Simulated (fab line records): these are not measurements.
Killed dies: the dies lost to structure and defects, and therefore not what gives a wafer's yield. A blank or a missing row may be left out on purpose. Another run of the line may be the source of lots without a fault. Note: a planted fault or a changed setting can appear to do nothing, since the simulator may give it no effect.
A lot that was struck, set against a sound lot	flow nand-harc	39 steps out of a route of 1302
Sound: the wafers L836.1, L836.2, L836.4. The struck wafers were L843.2, L843.4, L843.5. The cause is named last.
At each step with rows: each side's tool, then ch and its chambers, then its first start. Under that, the readings that differ: sound wafers	struck wafers	difference of the means	sigmas: that difference in standard deviations of wafers without a fault.
alike: readings whose means differ by less than 2 such deviations, and words and numbers that are the same on both sides. not compared: withheld readings, readings that some wafer has no value for, bounds like >300 that may hide the same value, and numbers for which the record gives no deviation and whose values overlap.
The two part at a step that has a row with sigmas, a row that says differs or no value, or rows on one side only. Non-overlapping numbers with no deviation appear without sigmas and do not part them. Lack of a reading on every wafer of one side parts them only where that side has two or more wafers.

first, 4 steps without rows for these wafers: NHARC_A_BONDPAD_EBR_05; NHARC_A_BONDPAD_EXPOSE_06 (exposes mask A BPAD); NHARC_A_BONDPAD_PEB_07 (peb time 80 s); NHARC_A_BONDPAD_DEVELOP_08 (time 50 s).
NHARC_A_BONDPAD_CD_MEAS_09: the cd target is 500 nm.
  sound on cd-sem-01 ch 0, day 22 21:01; struck on cd-sem-01 ch 0, day 26 12:00
  alike: cd-nm
NHARC_A_BONDPAD_OVL_MEAS_35:
  struck on overlay-01, day 26 12:05; sound on overlay-02, day 22 21:05
  alike: overlay-x-nm, overlay-y-nm
then, 1 step without rows for these wafers: NHARC_A_BONDPAD_HARDBAKE_10 (time 65 s).
NHARC_A_BONDPAD_DESCUM_11: chemistry O2, time 3 s.
  sound on rie-diel-07 ch 0,1,2, day 22 21:13; struck on rie-diel-09 ch 0,2, day 26 12:13
  alike: drypump-motor-current-A, oes-product-au, rf-vpp-V, showerhead-plenum-p-Torr, throttle-valve-pct
  not compared: rf-hours-counter-h
then, 1 step without rows for these wafers: NHARC_A_BONDPAD_ETCH_34 (etches the open film in N2/H2, target depth 60 nm, overetch 18 nm, time 65.91 s).
NHARC_A_BONDPAD_ETCH_12: etches the open film in CHF3/O2, target depth 220 nm, time 110 s.
  sound: rie-diel-07 ch 0,1,2; struck: rie-diel-09 ch 1,3
reading	sound	struck	difference	sigmas
oes-product-au (a.u.)	0.928 0.917 0.925	0.963 0.974 0.978	+0.048	+2
  alike: drypump-motor-current-A, rf-vpp-V, showerhead-plenum-p-Torr, throttle-valve-pct
  not compared: rf-hours-counter-h
NHARC_A_BONDPAD_CD_MEAS_13:
  struck on cd-sem-01, day 26 12:31; sound on cd-sem-01, day 22 21:32
  alike: cd-nm
NHARC_A_BONDPAD_STRIP_15: strips in O2.
  sound on rie-diel-09 ch 0,2,3, day 22 21:37; struck on rie-diel-07 ch 1,2,3, day 26 12:36
  alike: drypump-motor-current-A, oes-product-au, rf-vpp-V, showerhead-plenum-p-Torr, throttle-valve-pct
  not compared: rf-hours-counter-h
NHARC_A_BONDPAD_ETCH_24: etches the open film in CF4/N2, target depth 30 nm, time 72.99 s.
  sound on rie-diel-09 ch 0,2,3, day 22 21:47; struck on rie-diel-07 ch 1,2,3, day 26 12:45
  alike: drypump-motor-current-A, oes-product-au, rf-vpp-V, showerhead-plenum-p-Torr, throttle-valve-pct
  not compared: rf-hours-counter-h
then, 1 step without rows for these wafers: NHARC_A_BONDPAD_STRIP_16 (strips in post etch residue remover, time 600 s).
NHARC_A_BONDPAD_DEGAS_25: time 60 s.
  struck on pvd-sputter-03, day 26 13:10; sound on pvd-sputter-01, day 22 22:14
  alike: heater-power-w
then, 6 steps without rows for these wafers: NHARC_A_BONDPAD_PRE_CLEAN_26 (time 30 s); NHARC_A_BONDPAD_PVD_17 (deposits TaN, target thk 5 nm, time 8.06 s); NHARC_A_BONDPAD_PVD_27 (deposits Cu, target thk 30 nm, time 20.49 s); NHARC_A_BONDPAD_ECD_18 (material Cu, target thk 400 nm); NHARC_A_BONDPAD_ANNEAL_28 (time 90 s); NHARC_A_BONDPAD_CMP_19 (polishes, t overpolish 30 s, cu recess touch 16 s, target thk 169.82 nm).
NHARC_A_BONDPAD_THK_MEAS_20: measures by xrf.
  struck on film-metro-01, day 26 14:32; sound on film-metro-02, day 22 23:40
  alike: thk-nm
then, 6 steps without rows for these wafers: NHARC_A_BONDPAD_SRD_21 (time 30 s, dry time 20 s); NHARC_HYBRID_BOND_ACTIVATE_00 (chemistry N2, time 60 s); NHARC_HYBRID_BOND_PRECLEAN_01 (cleans in DIW, time 300 s); NHARC_HYBRID_BOND_SRD_02 (time 30 s, dry time 20 s); NHARC_HYBRID_BOND_BOND_03; NHARC_HYBRID_BOND_ANNEAL_04 (time 7200 s).
NHARC_HYBRID_BOND_OVL_MEAS_05:
  struck on overlay-01, day 27 00:17; sound on overlay-02, day 23 09:23
  alike: overlay-x-nm, overlay-y-nm
then, 1 step without rows for these wafers: NHARC_THIN_TSV_GRIND_00.
NHARC_THIN_TSV_CMP_01: polishes.
  sound on cmp-03 ch 0,1,3, day 23 10:49; struck on cmp-02 ch 1,3, day 27 02:15
  alike: motor-current-A
NHARC_THIN_TSV_THK_MEAS_02: measures by ir.
  struck on film-metro-01, day 27 02:31; sound on film-metro-02, day 23 11:05
reading	sound	struck	difference	sigmas
thk-nm (nm)	3213 3388 3351	2580 2749 2735	-629	-3
then, 6 steps without rows for these wafers: NHARC_THIN_TSV_SRD_03; NHARC_THIN_TSV_PRECLEAN_41 (cleans in SC1); NHARC_THIN_TSV_SRD_42; NHARC_THIN_TSV_DEP_43 (deposits SiO2, target thk 1328.5 nm); NHARC_THIN_TSV_DEHYDRATE_04 (time 120 s); NHARC_THIN_TSV_HMDS_05 (time 30 s).
NHARC_END_SORT_01:
  only the struck wafers appear in the record here, on prober-02 ch 0 at day 27 20:56; the sound ones have no rows

## WHERE THEY PART
Earliest at NHARC_A_BONDPAD_ETCH_12; latest, in this record, at NHARC_END_SORT_01.

WHY: what had been put in by the simulator
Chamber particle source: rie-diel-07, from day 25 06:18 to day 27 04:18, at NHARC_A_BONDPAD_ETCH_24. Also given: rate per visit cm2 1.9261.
